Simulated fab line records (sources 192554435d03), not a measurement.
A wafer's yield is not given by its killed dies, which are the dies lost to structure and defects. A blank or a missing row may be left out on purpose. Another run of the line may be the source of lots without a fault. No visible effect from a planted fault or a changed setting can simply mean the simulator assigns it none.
Split-lot trial || flow n5Finfet || 21 wafers read from 7 lots, route of 1938 steps

## ON THE SPLIT
At N5_BEOL_M14_PEB_26 (peb time 90 s), the setting pebTempC was moved away from the recipe's 130 C on 8 of the 21 wafers read, by -1.8% to +2.8%. All remaining wafers had this setting at the recipe value.

## FROM THE SPLIT TO THE READING: what the file shows between them, 2 steps
- N5_BEOL_M14_DEVELOP_27: develop time 45 s
- N5_BEOL_M14_HARDBAKE_32: time 120 s

## THE READING
cdNm (nm) at N5_BEOL_M14_CD_MEAS_28, where the cd target is 284.4 nm. Typical for fault-free wafers on this fab line: 284.9 nm, with standard deviation 1.4 nm.

{"wafer": "L079.3", "tool, chamber at the split": "lithoTrack-05, 0", "pebTempC as run, C": 131.1, "against the recipe": "+0.8%", "cdNm, nm": 289.8, "against lot-mates on the recipe": "+5.1"}
{"wafer": "L079.4", "tool, chamber at the split": "lithoTrack-05, 0", "pebTempC as run, C": 131.1, "against the recipe": "+0.8%", "cdNm, nm": 290.8, "against lot-mates on the recipe": "+6.1"}
{"wafer": "L079.6", "tool, chamber at the split": "lithoTrack-05, 0", "pebTempC as run, C": 130, "against the recipe": "recipe", "cdNm, nm": 284.7, "against lot-mates on the recipe": "-"}
{"wafer": "L085.1", "tool, chamber at the split": "lithoTrack-05, 0", "pebTempC as run, C": 130, "against the recipe": "recipe", "cdNm, nm": 287.1, "against lot-mates on the recipe": "-"}
{"wafer": "L085.4", "tool, chamber at the split": "lithoTrack-05, 0", "pebTempC as run, C": 130, "against the recipe": "recipe", "cdNm, nm": 286.0, "against lot-mates on the recipe": "-"}
{"wafer": "L085.5", "tool, chamber at the split": "lithoTrack-05, 0", "pebTempC as run, C": 130, "against the recipe": "recipe", "cdNm, nm": 286.6, "against lot-mates on the recipe": "-"}
{"wafer": "L089.3", "tool, chamber at the split": "lithoTrack-05, 0", "pebTempC as run, C": 130, "against the recipe": "recipe", "cdNm, nm": 286.6, "against lot-mates on the recipe": "-"}
{"wafer": "L089.5", "tool, chamber at the split": "lithoTrack-05, 0", "pebTempC as run, C": 127.6, "against the recipe": "-1.8%", "cdNm, nm": 274.5, "against lot-mates on the recipe": -12.1}
{"wafer": "L089.6", "tool, chamber at the split": "lithoTrack-05, 0", "pebTempC as run, C": 127.6, "against the recipe": "-1.8%", "cdNm, nm": 272.6, "against lot-mates on the recipe": -14.0}
{"wafer": "L087.2", "tool, chamber at the split": "lithoTrack-05, 0", "pebTempC as run, C": 130, "against the recipe": "recipe", "cdNm, nm": 285.1, "against lot-mates on the recipe": "-"}
{"wafer": "L087.3", "tool, chamber at the split": "lithoTrack-05, 0", "pebTempC as run, C": 130, "against the recipe": "recipe", "cdNm, nm": 286.0, "against lot-mates on the recipe": "-"}
{"wafer": "L087.5", "tool, chamber at the split": "lithoTrack-05, 0", "pebTempC as run, C": 130, "against the recipe": "recipe", "cdNm, nm": 284.8, "against lot-mates on the recipe": "-"}
{"wafer": "L090.2", "tool, chamber at the split": "lithoTrack-03, 0", "pebTempC as run, C": 130, "against the recipe": "recipe", "cdNm, nm": 283.9, "against lot-mates on the recipe": "-"}
{"wafer": "L090.5", "tool, chamber at the split": "lithoTrack-03, 0", "pebTempC as run, C": 128.5, "against the recipe": "-1.2%", "cdNm, nm": 274.7, "against lot-mates on the recipe": -8.9}
{"wafer": "L090.6", "tool, chamber at the split": "lithoTrack-03, 0", "pebTempC as run, C": 130, "against the recipe": "recipe", "cdNm, nm": 283.4, "against lot-mates on the recipe": "-"}
{"wafer": "L094.1", "tool, chamber at the split": "lithoTrack-03, 0", "pebTempC as run, C": 133.1, "against the recipe": "+2.4%", "cdNm, nm": 296.3, "against lot-mates on the recipe": "+12.4"}
{"wafer": "L094.4", "tool, chamber at the split": "lithoTrack-03, 0", "pebTempC as run, C": 130, "against the recipe": "recipe", "cdNm, nm": 284.7, "against lot-mates on the recipe": "-"}
{"wafer": "L094.6", "tool, chamber at the split": "lithoTrack-03, 0", "pebTempC as run, C": 130, "against the recipe": "recipe", "cdNm, nm": 283.1, "against lot-mates on the recipe": "-"}
{"wafer": "L097.2", "tool, chamber at the split": "lithoTrack-05, 0", "pebTempC as run, C": 133.7, "against the recipe": "+2.8%", "cdNm, nm": 299.8, "against lot-mates on the recipe": "+15.2"}
{"wafer": "L097.3", "tool, chamber at the split": "lithoTrack-05, 0", "pebTempC as run, C": 130, "against the recipe": "recipe", "cdNm, nm": 284.6, "against lot-mates on the recipe": "-"}
{"wafer": "L097.6", "tool, chamber at the split": "lithoTrack-05, 0", "pebTempC as run, C": 133.7, "against the recipe": "+2.8%", "cdNm, nm": 298.4, "against lot-mates on the recipe": "+13.8"}

THE FIT
A straight line over all 21 wafers: cdNm changes by +5.48 nm for each +1% of pebTempC; r = +0.98; the points scatter about the line by 1.6 nm.
The same after taking each lot's own level away (the mean of its wafers on the recipe; 21 wafers): +5.81 nm for each +1%; r = +0.99; scatter 1.2 nm.
That fit puts the effect of the largest move of pebTempC on the reading at 17 nm.
Measured against the standard deviation above, the lots' own levels, which go from 283.65 to 286.60 nm, span 2.1 times it.
So the lot-to-lot level changes the slope little: the two slopes agree.
Check: +16.3 nm against its lot-mates is what the line predicts for one of the wafers moved furthest among these (+2.8%) when that wafer is left out of the fit. Against them it came out at +15.2 nm.

## THESE WAFERS: OTHER SPLITS
Before the reading, these wafers also passed through other splits. Each is held against what the fit with the lots' levels taken away leaves over:
{"other split on the same wafers": "N5_BEOL_M11_PECVD_70 tempC", "wafers away from the commonest value": 9, "r with cdNm (lot level and that fit taken away)": -0.02}
{"other split on the same wafers": "N5_BEOL_M12_PEB_08 pebTempC", "wafers away from the commonest value": 4, "r with cdNm (lot level and that fit taken away)": "+0.00"}
{"other split on the same wafers": "N5_BEOL_M13_ETCH_59 timeS", "wafers away from the commonest value": 5, "r with cdNm (lot level and that fit taken away)": -0.19}
{"other split on the same wafers": "N5_BEOL_M14_COAT_22 spinRpm", "wafers away from the commonest value": 5, "r with cdNm (lot level and that fit taken away)": -0.17}

## THE WHOLE CHAIN: every reading that the file lists as answering this split, in the file's order
{"step": "N5_BEOL_M14_CD_MEAS_28", "what it does": "target cd 284.4 nm", "reading": "cdNm", "change (the file's fit)": "+5.73 nm for each +1% of the setting", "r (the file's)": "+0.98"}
{"step": "N5_BEOL_M14_DESCUM_33", "what it does": "chemistry O2, time 7.9 s", "reading": "BEOL_M14.cdNm (the simulator's own value, which no gauge read)", "change (the file's fit)": "+5.78 nm for each +1% of the setting", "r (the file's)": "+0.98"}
{"step": "N5_BEOL_M14_ETCH_67", "what it does": "etches SiARC in CF4, target depth 143 nm, time 238.3 s", "reading": "BEOL_M14.cdNm (the simulator's own value, which no gauge read)", "change (the file's fit)": "+5.74 nm for each +1% of the setting", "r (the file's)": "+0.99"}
{"step": "N5_BEOL_M14_ETCH_68", "what it does": "etches SOC in N2/H2, time 450 s", "reading": "BEOL_M14.cdNm (the simulator's own value, which no gauge read)", "change (the file's fit)": "+6.04 nm for each +1% of the setting", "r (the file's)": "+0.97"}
{"step": "N5_BEOL_M14_ETCH_38", "what it does": "etches SiCN in CF4/N2, target depth 106.5 nm, time 120.6 s", "reading": "BEOL_M14.cdNm (the simulator's own value, which no gauge read)", "change (the file's fit)": "+6.06 nm for each +1% of the setting", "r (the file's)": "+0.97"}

## FILE'S OWN FIT
cdNm changes by +5.73 nm for each +1% of pebTempC, r = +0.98.
